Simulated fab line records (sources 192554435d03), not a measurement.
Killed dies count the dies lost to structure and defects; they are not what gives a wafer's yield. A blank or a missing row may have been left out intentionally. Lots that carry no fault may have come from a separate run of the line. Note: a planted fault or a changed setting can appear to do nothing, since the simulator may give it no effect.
fab line records ; flow n5_finfet
[record] lots = 6; wafers = 18; last_day = 18
route steps=1938 shown BEOL_M0@719 BEOL_M4@1111 PASSIVATION@1936
lots that met no fault: taken from a fault-free run of the same line
start_h: start of the lot's first displayed wafer, in hours after the record's first day ; wait_h: how many hours have passed since the lot's step before this one ; " unchanged from the row above ; L1.1+2: a single row standing in for several wafers ; - value missing, or start not given ; * or withheld: withheld ; < > ~ a bound
route shown NAME@n: NAME is a module with steps in the file, n the number in the route of the first one ; usual: mean and standard deviation over wafers with no fault ; same: alike in all rows ; chamber/n: place in a boat ; sites: readings site by site ; _std_site: standard deviation across them ; _edge_site: inner sites' mean taken away from outer sites' mean ; radius_mm: for every site, how far away it sits from the centre of the wafer ; mask NAME#n: copy n ; behind: the most recent tool/chamber to have shaped the wafer ; hold: cause of the lot's hold/its duration in hours/its outcome ; device: names the non-switching transistor (n, p or np) ; end of line: at the end of the route, the tests of the same wafers ; a step given without rows: its recipe and nothing more ; killed: dies lost to structure and defects at the first sort, not the wafer's yield ; map: dies across one wafer; x = killed, . = not, _ = none there
set.NAME: the run value of the setting; set.NAME@STEP: its run value at that earlier step ; model.NAME: the simulator's own value behind a step, which no gauge read
lots seen at some steps along the route; tables by step, rows by wafer
services: when a tool's chamber went out of use (start_h, in hours from the record's first day, below 0 if earlier), for how many hours, and the reason
[[steps]]
[step N5_BEOL_M0_WET_ETCH_106]
[recipe] chemistry = DHF; dilution = 10:1; temp_c = 25; target = SiO2; target_depth_a = 1300; dry = ipa_marangoni; rinse_time_s = 30; rinse_temp_c = 23
[step N5_BEOL_M0_ETCH_128]
[recipe] chemistry = CF4/N2; target_depth_a = 120; overetch_a = 51; target = SiCN; time_s = 21.4; ion_energy_ev = 150; pressure_mtorr = 40; source_w = 430; bias_w = 70; Ar_flow_sccm = 100; cf4_flow_sccm = 60; n2_flow_sccm = 60
[step N5_BEOL_M0_TRENCH_ETCH_107]
[recipe] chemistry = C4F6/O2; target_depth_a = 328; target = SiOC; time_s = 16.4; ion_energy_ev = 250; pressure_mtorr = 30; source_w = 355; bias_w = 185; Ar_flow_sccm = 300; C4F6_flow_sccm = 10; O2_flow_sccm = 10
[usual] C4F6_flow_sccm = 9.997/0.028; O2_flow_sccm = 9.997/0.027; drypump_motor_current_A = 5.9/0.57; mfc_ar_sccm = 299.9/0.92; oes_product_au = 0.75/0.059; rf_vpp_V = 672/12; showerhead_plenum_p_Torr = 2.83/0.086; throttle_valve_pct = 21.0/0.3
lot.wafer;tool;chamber;start_h;wait_h;C4F6_flow_sccm;O2_flow_sccm;drypump_motor_current_A;mfc_ar_sccm;oes_product_au;rf_hours_counter_h;rf_vpp_V;showerhead_plenum_p_Torr;throttle_valve_pct
L123.2;rie_diel-06;3;120.40;0.0;9.982;10.008;5.0;300.6;0.74;161;670;2.74;20.4
L123.3;rie_diel-06;2;120.40;0.0;9.994;10.027;4.9;299.0;0.70;189;677;2.96;21.4
L123.5;rie_diel-06;3;120.40;0.0;10.029;9.993;5.0;301.1;0.74;-;668;2.74;20.4
L132.2;rie_diel-05;2;167.95;0.0;10.004;9.949;6.3;300.4;0.72;193;663;2.85;21.3
L132.3;rie_diel-05;1;167.95;0.0;10.044;10.012;6.6;300.3;0.78;108;678;2.89;20.6
L132.6;rie_diel-05;1;167.95;0.0;10.055;10.040;6.7;302.1;0.78;-;678;2.89;20.6
L134.1;rie_diel-02;1;180.10;0.0;9.970;10.020;6.7;300.6;0.82;79;656;3.01;20.6
L134.3;rie_diel-02;0;180.10;0.0;10.016;10.040;5.7;299.6;0.78;148;689;2.85;20.9
L134.6;rie_diel-02;0;180.10;0.0;10.019;9.972;5.7;299.9;0.78;-;690;2.85;20.9
L138.1;rie_diel-06;2;208.12;0.0;10.021;10.017;4.9;299.0;0.68;220;677;2.94;21.4
L138.2;rie_diel-06;1;208.12;0.0;10.033;9.978;5.5;301.0;0.69;199;687;2.71;21.3
L138.3;rie_diel-06;3;208.12;0.0;9.983;9.982;5.0;298.2;0.71;188;669;2.73;20.5
L137.1;rie_diel-05;3;214.40;0.0;9.958;9.971;5.4;301.4;0.83;60;676;2.79;20.8
L137.3;rie_diel-05;1;214.40;0.0;10.006;10.017;6.7;300.6;0.75;125;678;2.88;20.6
L137.4;rie_diel-05;2;214.40;0.0;10.018;10.006;6.3;298.6;0.70;209;663;2.84;21.3
L144.2;rie_diel-05;1;247.04;0.0;10.026;10.005;6.7;300.5;0.74;137;678;2.88;20.6
L144.5;rie_diel-05;0;247.04;0.0;9.970;9.998;6.4;298.6;0.80;-;680;2.88;21.0
L144.6;rie_diel-05;1;247.04;0.0;10.042;10.000;6.7;300.5;0.73;-;678;2.88;20.6
[step N5_BEOL_M0_STRIP_142]
[recipe] chemistry = N2/H2; time_s = 10; power_w = 450; temp_c = 40; pressure_mtorr = 20; rf_frequency_hz = 6e+07; bias_power_w = 7; n2_flow_sccm = 200; h2_flow_sccm = 200
[step N5_BEOL_M0_OCD_MEAS_108]
[usual] trench_depth_nm = 32.4/0.65
lot.wafer;tool;chamber;start_h;wait_h;trench_depth_nm
L123.2;ocd-01;-;120.50;0.1;32.2
L123.3;ocd-01;-;120.50;0.1;32.5
L123.5;ocd-01;-;120.50;0.1;33.0
L132.2;ocd-02;-;168.06;0.1;32.0
L132.3;ocd-02;-;168.06;0.1;32.1
L132.6;ocd-02;-;168.06;0.1;32.6
L134.1;ocd-02;-;180.21;0.1;32.5
L134.3;ocd-02;-;180.21;0.1;33.1
L134.6;ocd-02;-;180.21;0.1;32.6
L138.1;ocd-02;-;208.22;0.1;31.5
L138.2;ocd-02;-;208.22;0.1;33.1
L138.3;ocd-02;-;208.22;0.1;32.2
L137.1;ocd-02;-;214.50;0.1;32.4
L137.3;ocd-02;-;214.50;0.1;31.5
L137.4;ocd-02;-;214.50;0.1;31.8
L144.2;ocd-02;-;247.15;0.1;32.3
L144.5;ocd-02;-;247.15;0.1;33.5
L144.6;ocd-02;-;247.15;0.1;31.4
[step N5_BEOL_M0_HM_STRIP_129]
[recipe] chemistry = peroxide_tin_strip; material = TiN; target_depth_a = 170; temp_c = 50; time_s = 108
[step N5_BEOL_M0_SRD_130]
[recipe] time_s = 30; temp_c = 23; rinse_liquid = diw; dry = ipa_marangoni
[step N5_BEOL_M0_ETCH_109]
[recipe] chemistry = CH3F/O2; target_depth_a = 80; overetch_a = 24; target = SiCN; time_s = 27.4; ion_energy_ev = 120; pressure_mtorr = 30; source_w = 395; bias_w = 75; Ar_flow_sccm = 150; CH3F_flow_sccm = 30; O2_flow_sccm = 20
[usual] O2_flow_sccm = 20.00/0.052; drypump_motor_current_A = 5.9/0.56; mfc_ar_sccm = 150.0/0.46; oes_product_au = 0.65/0.046; rf_vpp_V = 297.3/1.4; showerhead_plenum_p_Torr = 2.00/0.064; throttle_valve_pct = 16.38/0.26
lot.wafer;tool;chamber;start_h;wait_h;O2_flow_sccm;drypump_motor_current_A;mfc_ar_sccm;oes_product_au;rf_hours_counter_h;rf_vpp_V;showerhead_plenum_p_Torr;throttle_valve_pct
L123.2;rie_diel-05;3;120.61;0.0;20.02;5.4;149.4;0.75;31;297.7;1.97;16.18
L123.3;rie_diel-05;2;120.61;0.0;19.94;6.2;151.0;0.63;180;297.3;2.00;16.66
L123.5;rie_diel-05;2;120.61;0.0;19.98;6.3;150.9;0.63;-;297.1;2.00;16.66
L132.2;rie_diel-02;0;168.38;0.2;20.08;5.7;149.9;0.67;144;297.5;2.00;16.39
L132.3;rie_diel-02;2;168.38;0.2;20.05;6.1;149.9;0.67;107;297.9;2.01;16.28
L132.6;rie_diel-02;2;168.38;0.2;20.05;6.1;150.0;0.68;-;298.1;2.01;16.27
L134.1;rie_diel-02;3;180.32;0.0;19.98;5.7;149.3;0.61;203;297.9;2.00;16.57
L134.3;rie_diel-02;1;180.32;0.0;20.05;6.7;150.7;0.69;79;299.5;2.12;16.07
L134.6;rie_diel-02;3;180.32;0.0;19.96;5.7;149.9;0.61;-;297.0;2.00;16.55
L138.1;rie_diel-05;0;208.58;0.3;19.89;6.4;149.6;0.68;106;296.6;2.03;16.35
L138.2;rie_diel-05;1;208.58;0.3;20.05;6.7;151.1;0.66;124;296.7;2.03;16.08
L138.3;rie_diel-05;2;208.58;0.3;20.02;6.3;150.4;0.61;207;297.7;2.00;16.71
L137.1;rie_diel-05;2;214.99;0.4;20.13;6.3;150.2;0.61;209;295.7;2.00;16.70
L137.3;rie_diel-05;1;214.99;0.4;20.08;6.7;149.5;0.65;126;297.2;2.03;16.06
L137.4;rie_diel-05;0;214.99;0.4;20.05;6.4;149.6;0.67;109;296.6;2.03;16.38
L144.2;rie_diel-06;0;247.27;0.0;20.02;5.7;150.0;0.60;237;295.1;1.88;16.63
L144.5;rie_diel-06;3;247.27;0.0;20.02;5.0;150.5;0.61;-;294.8;1.91;16.03
L144.6;rie_diel-06;0;247.27;0.0;19.97;5.7;149.9;0.59;-;294.6;1.88;16.62
[step N5_BEOL_M0_STRIP_139]
[recipe] chemistry = post_etch_residue_remover; time_s = 60; temp_c = 25; remover_ph = withheld; remover_water_wt_pct = withheld; remover_fluoride_wt_pct = withheld
[step N5_BEOL_M0_SRD_111]
[recipe] time_s = 30; temp_c = 23; rinse_liquid = diw; dry = ipa_marangoni
[step N5_BEOL_M0_DEGAS_112]
[recipe] ambient = vacuum; temp_c = 250; time_s = 60
[usual] heater_power_w = 339/30; susceptor_temp_C = 249.97/0.17
lot.wafer;tool;chamber;start_h;wait_h;heater_power_w;susceptor_temp_C
L123.2;pvd_sputter-03;-;120.96;0.2;348;249.92
L123.3;pvd_sputter-03;-;120.96;0.2;293;249.86
L123.5;pvd_sputter-03;-;120.96;0.2;288;249.87
L132.2;pvd_sputter-01;-;168.82;0.3;393;250.40
L132.3;pvd_sputter-01;-;168.82;0.3;305;250.00
L132.6;pvd_sputter-01;-;168.82;0.3;293;249.98
L134.1;pvd_sputter-01;-;180.85;0.4;392;249.94
L134.3;pvd_sputter-01;-;180.85;0.4;370;250.01
L134.6;pvd_sputter-01;-;180.85;0.4;303;249.67
L138.1;pvd_sputter-01;-;208.76;0.0;289;249.94
L138.2;pvd_sputter-01;-;208.76;0.0;367;250.27
L138.3;pvd_sputter-01;-;208.76;0.0;405;250.05
L137.1;pvd_sputter-02;-;215.16;0.0;358;250.28
L137.3;pvd_sputter-02;-;215.16;0.0;336;249.97
L137.4;pvd_sputter-02;-;215.16;0.0;364;249.85
L144.2;pvd_sputter-02;-;247.56;0.1;337;249.78
L144.5;pvd_sputter-02;-;247.56;0.1;354;250.19
L144.6;pvd_sputter-02;-;247.56;0.1;344;249.75
[step N5_BEOL_M0_PRE_CLEAN_113]
[recipe] gas = H2/He; time_s = 30; temp_c = 250
[usual] heater_power_w = 338/29; susceptor_temp_C = 249.99/0.15
lot.wafer;tool;chamber;start_h;wait_h;heater_power_w;susceptor_temp_C
L123.2;pvd_sputter-03;-;121.00;0.0;338;250.26
L123.3;pvd_sputter-03;-;121.00;0.0;293;250.29
L123.5;pvd_sputter-03;-;121.00;0.0;287;249.83
L132.2;pvd_sputter-01;-;168.86;0.0;400;250.02
L132.3;pvd_sputter-01;-;168.86;0.0;302;249.85
L132.6;pvd_sputter-01;-;168.86;0.0;294;249.66
L134.1;pvd_sputter-01;-;180.89;0.0;392;249.95
L134.3;pvd_sputter-01;-;180.89;0.0;369;249.93
L134.6;pvd_sputter-01;-;180.89;0.0;298;249.87
L138.1;pvd_sputter-01;-;208.80;0.0;297;250.08
L138.2;pvd_sputter-01;-;208.80;0.0;361;249.80
L138.3;pvd_sputter-01;-;208.80;0.0;383;249.89
L137.1;pvd_sputter-02;-;215.20;0.0;340;249.78
L137.3;pvd_sputter-02;-;215.20;0.0;341;249.94
L137.4;pvd_sputter-02;-;215.20;0.0;362;249.92
L144.2;pvd_sputter-02;-;247.60;0.0;339;249.97
L144.5;pvd_sputter-02;-;247.60;0.0;370;249.92
L144.6;pvd_sputter-02;-;247.60;0.0;344;249.96
[step N5_BEOL_M0_ALD_136]
[recipe] material = TaN; target_thk_a = *; temp_c = 275; ald_precursor_family = PDMAT; ald_co_reactant = NH3; pressure_torr = 3; carrier_flow_sccm = 1500; pulse_time_s = 2; purge_time_s = 3; co_reactant_purge_time_s = 2; co_reactant_pulse_time_s = 3; ald_cycles = 30; precursor_vessel_temp_c = 75; precursor_vessel_pressure_torr = 26.25; precursor_vessel_carrier_sccm = 1000
[usual] co_reactant_pulse_time_s = 3/0; heater_power_w = 409/50; precursor_vessel_pressure_torr = 26.25/0.052; susceptor_temp_C = 275.01/0.2
lot.wafer;tool;chamber;start_h;wait_h;co_reactant_pulse_time_s;heater_power_w;precursor_vessel_pressure_torr;since_wet_clean_h;susceptor_temp_C
L123.2;ald_metal-01;2;121.06;0.0;3;414;26.16;1322;275.17
L123.3;ald_metal-01;1;121.06;0.0;3;406;26.17;1322;275.16
L123.5;ald_metal-01;1;121.06;0.0;3;406;26.20;-;275.37
L132.2;ald_metal-02;0;169.15;0.3;2.6292;410;26.29;2909;-
L132.3;ald_metal-02;2;169.15;0.3;2.6292;495;26.24;2909;-
L132.6;ald_metal-02;2;169.15;0.3;2.6292;490;26.20;-;-
L134.1;ald_metal-02;1;180.97;0.1;2.6292;452;26.16;2921;-
L134.3;ald_metal-02;2;180.97;0.1;2.6292;491;26.22;2921;-
L134.6;ald_metal-02;1;180.97;0.1;2.6292;457;26.20;-;-
L138.1;ald_metal-01;0;208.86;0.0;3;429;26.29;1410;275.01
L138.2;ald_metal-01;1;208.86;0.0;3;405;26.27;1410;275.46
L138.3;ald_metal-01;2;208.86;0.0;3;421;26.28;1410;274.57
L137.1;ald_metal-01;3;215.26;0.0;3;352;26.23;1417;275.16
L137.3;ald_metal-01;1;215.26;0.0;3;409;26.31;1417;275.04
L137.4;ald_metal-01;0;215.26;0.0;3;428;26.29;1417;275.08
L144.2;ald_metal-02;0;247.85;0.2;3;403;26.24;2988;274.38
L144.5;ald_metal-02;0;247.85;0.2;3;414;26.28;-;274.84
L144.6;ald_metal-02;3;247.85;0.2;3;313;26.23;-;274.94
[step N5_BEOL_M0_SURFACE_TREAT_137]
[recipe] gas = Ar; time_s = *; ion_energy_ev = *; ion_current_ma_cm2 = 0.5; pressure_mtorr = *; ar_flow_sccm = 30
[usual] throttle_valve_pct = *
lot.wafer;tool;chamber;start_h;wait_h;throttle_valve_pct
L123.2;pvd_sputter-03;-;121.49;0.3;*
L123.3;pvd_sputter-03;-;121.49;0.3;*
L123.5;pvd_sputter-03;-;121.49;0.3;*
L132.2;pvd_sputter-03;-;170.05;0.8;*
L132.3;pvd_sputter-03;-;170.05;0.8;*
L132.6;pvd_sputter-03;-;170.05;0.8;*
L134.1;pvd_sputter-01;-;181.37;0.3;*
L134.3;pvd_sputter-01;-;181.37;0.3;*
L134.6;pvd_sputter-01;-;181.37;0.3;*
L138.1;pvd_sputter-02;-;209.21;0.3;*
L138.2;pvd_sputter-02;-;209.21;0.3;*
L138.3;pvd_sputter-02;-;209.21;0.3;*
L137.1;pvd_sputter-03;-;215.49;0.1;*
L137.3;pvd_sputter-03;-;215.49;0.1;*
L137.4;pvd_sputter-03;-;215.49;0.1;*
L144.2;pvd_sputter-02;-;248.34;0.4;*
L144.5;pvd_sputter-02;-;248.34;0.4;*
L144.6;pvd_sputter-02;-;248.34;0.4;*
[step N5_BEOL_M4_RC_MEAS_101]
[usual] DIBL_N = 36.3/2; DIBL_P = 36.3/2.4; IOFF_N = 0.16/0.034; IOFF_P = 0.21/0.035; ION_N = 672/12; ION_P = 459/6.5; SS_N = 71.6/0.67; SS_P = 73.3/0.71; VT_N = 250/3.5; VT_P = -251/3
lot.wafer;tool;chamber;start_h;wait_h;DIBL_N[mV/V];DIBL_P[mV/V];IOFF_N[nA/um];IOFF_P[nA/um];ION_N[uA/um];ION_P[uA/um];SS_N[mV/dec];SS_P[mV/dec];VT_N[mV];VT_P[mV]
L123.2;prober-02;0;168.59;0.2;39.1;37.4;0.18;0.24;670;462;72.4;72.9;248;-247
L123.3;prober-02;0;168.59;0.2;35.9;33.7;0.13;0.18;685;467;70.7;73.0;252;-249
L123.5;prober-02;0;168.59;0.2;34.6;32.9;0.11;0.17;648;453;70.7;72.7;255;-252
L132.2;prober-02;0;242.64;0.2;40.5;39.7;0.23;0.25;679;456;72.6;73.8;246;-248
L132.3;prober-02;0;242.64;0.2;39.3;38.1;0.19;0.21;682;453;72.3;73.6;247;-253
L132.6;prober-02;0;242.64;0.2;38.8;38.8;0.19;0.22;686;465;72.7;73.6;247;-251
L134.1;prober-01;0;255.59;0.0;36.2;38.1;0.17;0.23;669;455;72.1;73.3;249;-248
L134.3;prober-01;0;255.59;0.0;37.3;39.0;0.19;0.25;680;465;72.2;73.6;248;-249
L134.6;prober-01;0;255.59;0.0;34.6;35.8;0.13;0.19;659;456;71.1;71.8;254;-253
L138.1;prober-01;0;286.38;0.0;35.8;36.9;0.16;0.23;665;459;71.2;72.6;248;-249
L138.2;prober-01;0;286.38;0.0;35.9;35.9;0.16;0.22;663;457;72.1;73.2;247;-246
L138.3;prober-01;0;286.38;0.0;37.4;37.9;0.19;0.26;681;467;72.0;73.2;247;-247
L137.1;prober-01;0;288.20;0.0;39.1;37.0;0.20;0.22;677;455;71.3;74.1;246;-250
L137.3;prober-01;0;288.20;0.0;37.6;37.0;0.17;0.23;691;475;71.6;73.3;250;-248
L137.4;prober-01;0;288.20;0.0;36.3;34.6;0.13;0.18;668;454;71.3;72.6;252;-253
L144.2;prober-01;0;318.02;0.2;35.9;35.0;0.15;0.18;671;458;71.1;73.6;248;-254
L144.5;prober-01;0;318.02;0.2;35.2;35.0;0.15;0.18;672;460;71.1;73.3;250;-252
L144.6;prober-01;0;318.02;0.2;35.6;35.9;0.16;0.20;681;465;71.5;73.4;249;-251
[step N5_PASSIVATION_PROBE_49]
[usual] defect_limited_yield = 91.4/1.5; killed_at_M0_to_M3 = 33/11; killed_at_M4_up = 14/5.3; killed_at_contacts = 13/6.2; killed_at_front_end = 39/13; killed_at_other = 3.1/2.8; killed_dies = 102/17; killed_open = 68/13; killed_short = 32/7.8; sort_bin_5_function = 5.1/0.95; sort_bin_6_memory = 3.2/0.7; sort_n_pass = 1078/18; sort_yield_pct = 91.3/1.5
[same] gross_dies = 1180; killed_at_back_side = 0; sort_bin_4_leakage[%] = 0; sort_bin_8_speed[%] = 0
lot.wafer;tool;chamber;start_h;wait_h;defect_limited_yield[%];killed_at_M0_to_M3;killed_at_M4_up;killed_at_contacts;killed_at_front_end;killed_at_other;killed_dies;killed_open;killed_short;sort_bin_5_function[%];sort_bin_6_memory[%];sort_n_pass;sort_yield_pct[%]
L134.1;prober-02;-;359.14;0.0;91.4;16;18;19;46;2;101;69;32;5.0;3.2;1079;91.4
// killed by level:class
L134.1 STI_FIN_REVEAL:geometric_particle:open=12 MOL_CONTACT_COAG:geometric_particle:open=11 FIN_SAQP:geometric_particle:open=8 BEOL_M4:geometric_particle:open=8 MOL_CONTACT_COAG:geometric_particle:short=8 FIN_SAQP:geometric_particle:short=4 GATE_CUT:geometric_particle:open=4 BEOL_M1:geometric_particle:open=4
[[services]]
tool;chamber;start_h;hours;kind
rie_diel-02;1;96.54;4.5;repair
rie_diel-05;3;102.56;2.6;repair
pvd_sputter-02;-;115.86;8.0;repair
rie_diel-06;2;122.85;3.9;repair
rie_diel-06;0;138.95;18.3;repair
rie_diel-05;-;146.10;14.6;pm
rie_diel-05;0;161.45;14.5;repair
ald_metal-02;-;170.34;8.7;pm
rie_diel-05;2;176.47;4.3;repair
ald_metal-02;3;181.73;24.7;repair
ald_metal-02;0;185.49;2.1;repair
pvd_sputter-02;-;197.53;7.5;repair
rie_diel-02;-;212.23;1.0;repair
ald_metal-01;-;223.77;0.7;repair
rie_diel-06;-;227.77;0.4;repair
rie_diel-05;3;229.94;6.9;repair
rie_diel-05;2;235.44;7.4;repair
[[key]]
[first_sign] step = N5_BEOL_M0_ALD_136; reading = co_reactant_pulse_time_s; direction = down; sigmas = 99+; usual = *; struck = *
effect none on later readings
met_at N5_BEOL_M0_ALD_136
struck_wafers L132.2,L132.3,L132.6,L134.1,L134.3,L134.6
[fault] kind = process_parameter_drift; tool = ald_metal-02; chamber = -; onset_h = 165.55; steps = N5_BEOL_M0_ALD_136; channel = co_reactant_pulse_time_s; offset = *; shape = step; end_h = 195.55; acts_in = *; stated = *
